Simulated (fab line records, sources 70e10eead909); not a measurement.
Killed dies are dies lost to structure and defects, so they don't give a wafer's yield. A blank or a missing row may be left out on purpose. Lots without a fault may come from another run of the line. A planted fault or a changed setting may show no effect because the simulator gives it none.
fab line records | flow nand_harc
record lots=24 wafers=72 last_day=33
route steps=1302 shown P_CONTACT@219 P_M0@269 P_M1@295
lots that met no fault: from a run of the same line without faults
start_h: hours from the record's first day to the start of the lot's first wafer shown | wait_h: hours since the lot's step before | " the same as in the row above | L1.1+2: a row that stands for several wafers | - no value, or no start given | * or withheld: withheld | < > ~ a bound
route shown NAME@n: a module of which the file shows steps, and the number in the route of the first | usual: mean/standard deviation of fault-free wafers | same: alike in all rows | chamber/n: place in a boat | sites: the reading at each site | _std_site: their standard deviation | _edge_site: outer sites' mean less inner sites' | radius_mm: how far each site lies from the wafer's centre | mask NAME#n: copy n | behind: the tool/chamber that last shaped the wafer | hold: why the lot was held/for how many hours/how that ended | device: the transistor (n, p or np) that didn't switch | end of line: the same wafers' tests at the end of the route | a step without rows: its recipe alone | killed: dies lost to structure and defects at the first sort, not the wafer's yield | map: a wafer's dies, x killed, . not, _ none there
set.NAME: the setting as run; set.NAME@STEP: as run at that earlier step | model.NAME: the simulator's own value behind a step, which no gauge read
steps of the route over a sample of lots; a table a step, a row a wafer
services: from which hour (start_h, from the record's first day; less than 0 if before it) a tool's chamber was out of use, for how many hours, and why
## steps
# step NHARC_P_CONTACT_CMP_01
# recipe target_thk_nm=200 material=SiO2
# usual motor_current_A=12.2/0.94
# columns lot.wafer tool chamber start_h wait_h motor_current_A
L074.1 cmp-02 0 114.69 - 12.8
L074.6 " 2 " " 11.4
L074.5 " 3 " " 12.3
L075.3 cmp-03 0 124.89 - 14.2
L075.2 " 3 " " 11.5
L075.5 " 1 " " 13.7
L076.2 cmp-03 1 140.54 - 13.4
L076.4 " 2 " " 11.8
L076.6 " 1 " " 14.1
L077.1 cmp-02 3 142.17 - 12.1
L077.4 " 0 " " 13.0
L077.3 " 2 " " 11.7
L078.1 cmp-02 2 160.32 - 11.7
L078.2 " 3 " " 12.1
L078.5 " 3 " " 12.2
L079.2 cmp-01 2 168.17 - 12.0
L079.1 " 1 " " 11.2
L079.5 " 3 " " 11.7
L081.2 cmp-02 3 184.28 - 12.2
L081.4 " 1 " " 11.3
L081.6 " 3 " " 12.2
L080.2 cmp-02 3 187.20 - 12.5
L080.3 " 1 " " 12.1
L080.5 " 2 " " 12.2
L082.2 cmp-03 3 193.86 - 11.3
L082.1 " 1 " " 13.6
L082.5 " 3 " " 10.9
L083.2 cmp-01 0 208.84 - 13.4
L083.4 " 1 " " 11.2
L083.6 " 1 " " 11.0
L084.4 cmp-02 0 213.32 - 12.9
L084.3 " 1 " " 11.8
L084.5 " 3 " " 12.1
L085.4 cmp-03 2 224.52 - 11.7
L085.2 " 3 " " 11.3
L085.6 " 2 " " 11.2
L086.3 cmp-03 1 234.30 - 13.4
L086.6 " 0 " " 14.0
L086.5 " 1 " " 13.9
L088.1 cmp-03 0 259.77 - 13.7
L088.6 " 2 " " 11.6
L088.5 " 3 " " 11.9
L087.2 cmp-02 3 260.50 - 12.3
L087.4 " 1 " " 11.4
L087.3 " 2 " " 12.1
L089.3 cmp-01 0 267.81 - 12.9
L089.4 " 2 " " 11.3
L089.5 " 0 " " 13.3
L090.2 cmp-03 3 279.26 - 11.2
L090.3 " 0 " " 13.5
L090.4 " 1 " " 13.4
L091.2 cmp-01 3 294.29 - 10.7
L091.4 " 0 " " 13.0
L091.6 " 0 " " 12.7
L092.1 cmp-02 0 294.78 - 13.5
L092.3 " 1 " " 12.2
L092.6 " 2 " " 11.7
L093.4 cmp-02 0 306.75 - 12.8
L093.2 " 1 " " 11.9
L093.1 " 3 " " 11.9
L094.1 cmp-02 0 318.18 - 12.7
L094.2 " 1 " " 12.0
L094.6 " 3 " " 13.0
L095.4 cmp-01 1 323.72 - 10.9
L095.3 " 3 " " 11.0
L095.6 " 2 " " 11.6
L096.3 cmp-03 2 342.79 - 11.7
L096.4 " 3 " " 11.8
L096.5 " 2 " " 11.5
L097.4 cmp-01 2 349.40 0.4 11.5
L097.3 " 3 " " 10.8
L097.5 " 1 " " 11.1
# step NHARC_P_M0_CD_MEAS_16
# usual cd_nm=90.0/0.9
# columns lot.wafer tool chamber start_h wait_h cd_nm
L074.1 cd_sem-02 - 122.84 - 89.9
L074.5 " - " " 90.6
L074.6 " - " " 90.4
L075.2 cd_sem-02 - 130.14 - 89.6
L075.3 " - " " 91.5
L075.5 " - " " 91.4
L076.2 cd_sem-02 - 145.87 - 91.1
L076.4 " - " " 90.5
L076.6 " - " " 90.3
L077.1 cd_sem-03 - 147.98 - 91.8
L077.3 " - " " 89.3
L077.4 " - " " 88.7
L078.1 cd_sem-02 - 165.82 - 90.0
L078.2 " - " " 88.5
L078.5 " - " " 89.4
L079.1 cd_sem-02 - 173.96 - 90.4
L079.2 " - " " 90.9
L079.5 " - " " 91.0
L081.2 cd_sem-01 - 189.79 - 90.4
L081.4 " - " " 90.7
L081.6 " - " " 91.0
L080.2 cd_sem-01 - 193.34 - 88.3
L080.3 " - " " 89.8
L080.5 " - " " 89.6
L082.1 cd_sem-02 - 199.33 - 90.2
L082.2 " - " " 90.1
L082.5 " - " " 90.4
L083.2 cd_sem-02 - 214.35 - 89.7
L083.4 " - " " 89.9
L083.6 " - " " 91.0
L084.3 cd_sem-02 - 218.65 - 90.5
L084.4 " - " " 89.0
L084.5 " - " " 89.4
L085.2 cd_sem-03 - 230.61 - 90.5
L085.4 " - " " 89.1
L085.6 " - " " 91.0
L086.3 cd_sem-01 - 239.80 - 90.2
L086.5 " - " " 89.8
L086.6 " - " " 89.0
L088.1 cd_sem-02 - 265.48 - 89.3
L088.5 " - " " 89.1
L088.6 " - " " 88.3
L087.2 cd_sem-03 - 266.00 - 92.0
L087.3 " - " " 91.1
L087.4 " - " " 91.1
L089.3 cd_sem-01 - 273.42 - 91.1
L089.4 " - " " 91.5
L089.5 " - " " 91.0
L090.2 cd_sem-03 - 284.64 - 90.7
L090.3 " - " " 91.3
L090.4 " - " " 90.3
L091.2 cd_sem-02 - 299.81 - 90.2
L091.4 " - " " 88.1
L091.6 " - " " 88.3
L092.1 cd_sem-02 - 300.21 - 89.6
L092.3 " - " " 90.4
L092.6 " - " " 89.9
L093.1 cd_sem-02 - 312.15 - 91.1
L093.2 " - " " 89.9
L093.4 " - " " 90.9
L094.1 cd_sem-01 - 323.68 - 89.8
L094.2 " - " " 89.9
L094.6 " - " " 89.7
L095.3 cd_sem-02 - 329.08 - 89.0
L095.4 " - " " 89.3
L095.6 " - " " 89.9
L096.3 cd_sem-01 - 348.30 - 88.3
L096.4 " - " " 90.3
L096.5 " - " " 89.4
L097.3 cd_sem-01 - 354.73 - 89.1
L097.4 " - " " 89.6
L097.5 " - " " 90.6
# step NHARC_P_M0_PRE_CLEAN_29
# recipe time_s=30 temp_c=280 gas=H2/He
# usual heater_power_w=410/25
# columns lot.wafer tool chamber start_h wait_h heater_power_w
L074.1 pvd_sputter-02 - - - 402
L074.6 " - " " 389
L074.5 " - " " 439
L075.2 pvd_sputter-03 - - - 467
L075.3 " - " " 397
L075.5 " - " " 455
L076.2 pvd_sputter-02 - - - 404
L076.4 " - " " 386
L076.6 " - " " 452
L077.4 pvd_sputter-03 - - - 407
L077.3 " - " " 389
L077.1 " - " " 386
L078.2 pvd_sputter-02 - - - 444
L078.1 " - " " 388
L078.5 " - " " 410
L079.2 pvd_sputter-02 - - - 447
L079.1 " - " " 401
L079.5 " - " " 432
L081.4 pvd_sputter-02 - - - 407
L081.2 " - " " 383
L081.6 " - " " 403
L080.2 pvd_sputter-03 - - - 411
L080.3 " - " " 365
L080.5 " - " " 464
L082.1 pvd_sputter-02 - - - 395
L082.2 " - " " 406
L082.5 " - " " 435
L083.2 pvd_sputter-02 - - - 403
L083.4 " - " " 387
L083.6 " - " " 394
L084.4 pvd_sputter-01 - - - 393
L084.3 " - " " 407
L084.5 " - " " 396
L085.2 pvd_sputter-02 - - - 412
L085.4 " - " " 397
L085.6 " - " " 392
L086.3 pvd_sputter-01 - - - 391
L086.5 " - " " 391
L086.6 " - " " 440
L088.1 pvd_sputter-03 - - - 409
L088.5 " - " " 368
L088.6 " - " " 405
L087.2 pvd_sputter-02 - - - 385
L087.3 " - " " 399
L087.4 " - " " 407
L089.4 pvd_sputter-03 - - - 375
L089.3 " - " " 406
L089.5 " - " " 411
L090.2 pvd_sputter-03 - - - 461
L090.4 " - " " 419
L090.3 " - " " 415
L091.2 pvd_sputter-02 - - - 421
L091.4 " - " " 386
L091.6 " - " " 411
L092.1 pvd_sputter-03 - - - 464
L092.3 " - " " 413
L092.6 " - " " 358
L093.2 pvd_sputter-01 - - - 444
L093.1 " - " " 401
L093.4 " - " " 390
L094.2 pvd_sputter-02 - - - 390
L094.1 " - " " 421
L094.6 " - " " 373
L095.3 pvd_sputter-01 - - - 399
L095.4 " - " " 394
L095.6 " - " " 406
L096.3 pvd_sputter-01 - - - 445
L096.4 " - " " 384
L096.5 " - " " 448
L097.3 pvd_sputter-02 - - - 418
L097.4 " - " " 428
L097.5 " - " " 424
# step NHARC_P_M1_CD_MEAS_09
# recipe target_cd_nm=130 landing_energy_ev=500
# usual cd_nm=130.4/0.6
# columns lot.wafer tool chamber start_h wait_h cd_nm
L074.1 cd_sem-01 0 126.42 - 130.9
L074.5 " 0 " " 130.9
L074.6 " 0 " " 131.0
L075.2 cd_sem-01 0 133.71 - 130.1
L075.3 " 0 " " 130.3
L075.5 " 0 " " 130.8
L076.2 cd_sem-02 0 149.43 - 131.0
L076.4 " 0 " " 131.3
L076.6 " 0 " " 131.3
L077.1 cd_sem-02 0 151.60 - 130.4
L077.3 " 0 " " 130.9
L077.4 " 0 " " 130.8
L078.1 cd_sem-01 0 169.45 - 130.8
L078.2 " 0 " " 130.6
L078.5 " 0 " " 130.0
L079.1 cd_sem-03 0 177.42 - 129.4
L079.2 " 0 " " 130.2
L079.5 " 0 " " 128.7
L081.2 cd_sem-03 0 193.22 - 131.4
L081.4 " 0 " " 130.7
L081.6 " 0 " " 130.4
L080.2 cd_sem-02 0 196.91 - 129.9
L080.3 " 0 " " 130.7
L080.5 " 0 " " 130.3
L082.1 cd_sem-02 0 202.91 - 129.2
L082.2 " 0 " " 129.2
L082.5 " 0 " " 129.1
L083.2 cd_sem-03 0 217.91 - 130.3
L083.4 " 0 " " 130.9
L083.6 " 0 " " 129.9
L084.3 cd_sem-01 0 222.26 - 129.0
L084.4 " 0 " " 130.2
L084.5 " 0 " " 129.8
L085.2 cd_sem-02 0 234.19 - 130.2
L085.4 " 0 " " 131.1
L085.6 " 0 " " 131.3
L086.3 cd_sem-01 0 243.42 - 131.5
L086.5 " 0 " " 131.3
L086.6 " 0 " " 129.8
L088.1 cd_sem-03 0 269.09 - 130.4
L088.5 " 0 " " 130.4
L088.6 " 0 " " 129.8
L087.2 cd_sem-02 0 269.59 - 130.2
L087.3 " 0 " " 129.2
L087.4 " 0 " " 129.9
L089.3 cd_sem-02 0 277.00 - 130.0
L089.4 " 0 " " 130.0
L089.5 " 0 " " 131.1
L090.2 cd_sem-01 0 288.24 - 129.9
L090.3 " 0 " " 130.1
L090.4 " 0 " " 129.9
L091.2 cd_sem-01 0 303.37 - 130.7
L091.4 " 0 " " 130.8
L091.6 " 0 " " 130.3
L092.1 cd_sem-03 0 303.82 - 129.8
L092.3 " 0 " " 130.1
L092.6 " 0 " " 130.7
L093.1 cd_sem-01 0 315.56 - 130.3
L093.2 " 0 " " 131.1
L093.4 " 0 " " 130.4
L094.1 cd_sem-02 0 327.24 - 130.2
L094.2 " 0 " " 129.7
L094.6 " 0 " " 130.0
L095.3 cd_sem-01 0 332.66 - 131.9
L095.4 " 0 " " 130.6
L095.6 " 0 " " 131.2
L096.3 cd_sem-03 0 351.85 - 130.4
L096.4 " 0 " " 131.0
L096.5 " 0 " " 130.5
L097.3 cd_sem-03 0 358.45 - 130.5
L097.4 " 0 " " 130.4
L097.5 " 0 " " 131.0
# step NHARC_P_M1_PVD_21
# recipe target_thk_a=300 chamber_pressure_pa=5 power_w=5000 substrate_temp_c=30 time_s=20.49 material=Cu
# usual chamber_pressure_pa=5.000/0.0091 throttle_valve_pct=29.6/0.56
# columns lot.wafer tool chamber start_h wait_h chamber_pressure_pa throttle_valve_pct
L074.1 pvd_sputter-03 - - - 4.979 30.4
L074.5 " - " " 4.986 30.7
L074.6 " - " " 5.012 29.0
L075.3 pvd_sputter-01 - - - 5.010 29.1
L075.2 " - " " 4.995 30.5
L075.5 " - " " 5.003 29.2
L076.4 pvd_sputter-03 - - - 5.010 30.5
L076.2 " - " " 4.993 29.5
L076.6 " - " " 4.990 29.4
L077.3 pvd_sputter-03 - - - 5.008 30.4
L077.1 " - " " 5.000 29.4
L077.4 " - " " 5.008 28.9
L078.1 pvd_sputter-02 - - - 4.996 29.9
L078.2 " - " " 4.983 30.0
L078.5 " - " " 4.987 29.6
L079.1 pvd_sputter-02 - - - 5.007 29.7
L079.2 " - " " 4.997 29.7
L079.5 " - " " 5.017 29.7
L081.4 pvd_sputter-02 - - - 4.992 29.5
L081.2 " - " " 5.003 28.8
L081.6 " - " " 5.005 29.9
L080.3 pvd_sputter-01 - - - 4.995 30.7
L080.2 " - " " 4.996 29.0
L080.5 " - " " 4.989 29.8
L082.2 pvd_sputter-02 - - - 4.998 29.9
L082.1 " - " " 5.010 29.6
L082.5 " - " " 4.995 29.5
L083.4 pvd_sputter-02 - - - 4.989 29.8
L083.2 " - " " 4.985 28.4
L083.6 " - " " 5.005 30.1
L084.4 pvd_sputter-01 - - - 4.993 29.7
L084.3 " - " " 5.010 29.0
L084.5 " - " " 5.001 29.9
L085.4 pvd_sputter-03 - - - 4.996 29.3
L085.2 " - " " 4.998 30.7
L085.6 " - " " 4.985 29.4
L086.3 pvd_sputter-02 - - - 5.014 29.8
L086.6 " - " " 5.003 29.4
L086.5 " - " " 5.005 28.5
L088.1 pvd_sputter-01 - - - 5.011 30.1
L088.5 " - " " 4.997 29.5
L088.6 " - " " 5.002 30.3
L087.4 pvd_sputter-03 - - - 5.004 30.5
L087.3 " - " " 5.005 29.8
L087.2 " - " " 5.001 29.3
L089.4 pvd_sputter-03 - - - 4.991 29.8
L089.3 " - " " 4.999 29.4
L089.5 " - " " 5.009 30.5
L090.4 pvd_sputter-03 - - - 5.010 28.9
L090.3 " - " " 4.990 29.8
L090.2 " - " " 4.988 29.2
L091.2 pvd_sputter-02 - - - 5.003 29.6
L091.4 " - " " 5.002 29.7
L091.6 " - " " 4.999 29.8
L092.1 pvd_sputter-03 - - - 4.988 30.4
L092.3 " - " " 5.019 29.5
L092.6 " - " " 5.014 29.0
L093.1 pvd_sputter-02 - - - 4.997 30.1
L093.2 " - " " 4.999 30.1
L093.4 " - " " 5.003 29.8
L094.1 pvd_sputter-03 - 328.87 0.1 4.997 29.7
L094.2 " - " " 4.982 29.2
L094.6 " - " " 4.992 28.7
L095.4 pvd_sputter-01 - - - 4.993 29.5
L095.3 " - " " 4.985 29.0
L095.6 " - " " 4.989 29.4
L096.3 pvd_sputter-02 - - - 5.015 29.7
L096.4 " - " " 5.009 30.0
L096.5 " - " " 4.997 29.7
L097.3 pvd_sputter-01 - - - 5.007 30.0
L097.4 " - " " 4.978 28.9
L097.5 " - " " 4.998 29.9
# step NHARC_P_M1_CMP_23
# recipe t_overpolish_s=20 target_thk_nm=157.82
# usual motor_current_A=11.8/0.91 time_to_endpoint_s=28.2/2.7
# columns lot.wafer tool chamber start_h wait_h motor_current_A time_to_endpoint_s
L074.1 cmp-04 1 128.78 - 11.4 29.0
L074.6 " 3 " " 12.0 32.9
L074.5 " 0 " " 10.5 25.2
L075.3 cmp-04 0 135.99 - 10.5 29.1
L075.2 " 3 " " 11.4 34.3
L075.5 " 0 " " 10.5 25.5
L076.2 cmp-02 3 151.75 - 12.1 26.0
L076.4 " 0 " " 12.9 29.5
L076.6 " 2 " " 11.9 25.2
L077.3 cmp-02 1 153.90 - 11.6 27.3
L077.1 " 2 " " 12.3 29.1
L077.4 " 3 " " 12.4 28.6
L078.1 cmp-01 2 171.73 - 11.3 30.2
L078.2 " 0 " " 13.4 31.2
L078.5 " 3 " " 11.6 31.4
L079.2 cmp-01 2 179.90 - 11.5 31.7
L079.1 " 3 " " 11.2 33.1
L079.5 " 0 " " 13.5 31.0
L081.2 cmp-02 1 195.96 - 12.2 23.9
L081.4 " 3 " " 12.3 27.3
L081.6 " 1 " " 11.6 26.2
L080.3 cmp-04 3 199.52 - 11.9 29.3
L080.2 " 1 " " 11.8 26.4
L080.5 " 2 " " 11.7 29.3
L082.1 cmp-04 3 205.22 - 10.6 31.2
L082.2 " 0 " " 10.8 24.3
L082.5 " 2 " " 11.9 27.4
L083.4 cmp-01 3 220.30 - 10.9 30.8
L083.2 " 0 " " 13.7 27.1
L083.6 " 1 " " 11.3 27.8
L084.4 cmp-04 1 224.65 - 11.2 25.9
L084.3 " 2 " " 12.5 31.0
L084.5 " 0 " " 10.6 24.0
L085.4 cmp-01 2 236.52 - 11.2 28.7
L085.2 " 3 " " 10.8 28.2
L085.6 " 3 " " 10.5 28.9
L086.3 cmp-01 3 245.69 - 11.0 24.8
L086.6 " 3 " " 10.8 24.8
L086.5 " 0 " " 13.7 25.0
L088.1 cmp-02 2 271.81 - 11.7 25.5
L088.5 " 0 " " 13.3 29.9
L088.6 " 1 " " 11.6 23.5
L087.4 cmp-04 2 271.98 - 12.9 32.3
L087.2 " 3 " " 12.0 35.5
L087.3 " 1 " " 11.6 30.0
L089.3 cmp-02 1 279.43 - 11.5 27.5
L089.4 " 2 " " 11.6 28.7
L089.5 " 1 " " 11.7 25.8
L090.4 cmp-01 2 290.54 - 11.3 30.1
L090.2 " 3 " " 11.6 29.0
L090.3 " 0 " " 13.7 26.4
L091.2 cmp-01 3 305.68 - 10.7 28.8
L091.4 " 0 " " 14.0 27.1
L091.6 " 2 " " 11.5 29.1
L092.3 cmp-01 0 306.14 - 13.5 27.3
L092.1 " 3 " " 11.2 28.4
L092.6 " 0 " " 12.8 29.1
L093.2 cmp-04 2 317.85 - 12.9 28.9
L093.1 " 0 " " 10.4 25.2
L093.4 " 1 " " 11.5 28.4
L094.1 cmp-01 0 329.78 - 12.8 25.1
L094.2 " 1 " " 11.3 28.0
L094.6 " 1 " " 10.8 27.4
L095.4 cmp-04 1 334.93 - 11.8 23.2
L095.3 " 3 " " 11.8 27.1
L095.6 " 2 " " 11.5 26.8
L096.4 cmp-01 2 354.21 - 11.4 29.4
L096.3 " 3 " " 11.2 28.3
L096.5 " 3 " " 11.0 27.7
L097.3 cmp-01 0 360.85 - 13.5 24.5
L097.4 " 1 " " 11.3 24.7
L097.5 " 0 " " 13.4 26.3
## services
# columns tool chamber start_h hours kind
cmp-01 - 99.87 4.0 pm
pvd_sputter-02 - 104.00 10.0 pm
pvd_sputter-01 - 114.29 1.3 repair
cmp-02 - 135.16 4.0 pm
cmp-01 - 157.28 1.1 repair
cmp-02 - 168.31 3.9 repair
pvd_sputter-03 - 170.00 10.0 pm
cmp-01 - 184.66 14.9 repair
pvd_sputter-03 - 218.43 7.8 repair
pvd_sputter-01 - 226.36 10.0 pm
cmp-02 - 233.16 4.0 pm
cmp-01 - 239.99 2.9 repair
cmp-02 - 245.36 4.0 repair
cmp-01 - 278.12 6.3 repair
pvd_sputter-02 - 282.00 10.0 pm
pvd_sputter-03 - 288.41 0.7 repair
pvd_sputter-03 - 290.30 1.0 repair
cmp-01 - 297.52 4.0 pm
cmp-01 - 303.46 1.9 repair
pvd_sputter-03 - 311.67 5.5 repair
cmp-02 - 331.16 4.0 pm
pvd_sputter-03 - 348.00 10.0 pm
cmp-02 - 355.33 2.1 repair
pvd_sputter-01 - 357.29 2.0 repair
## key
fault none
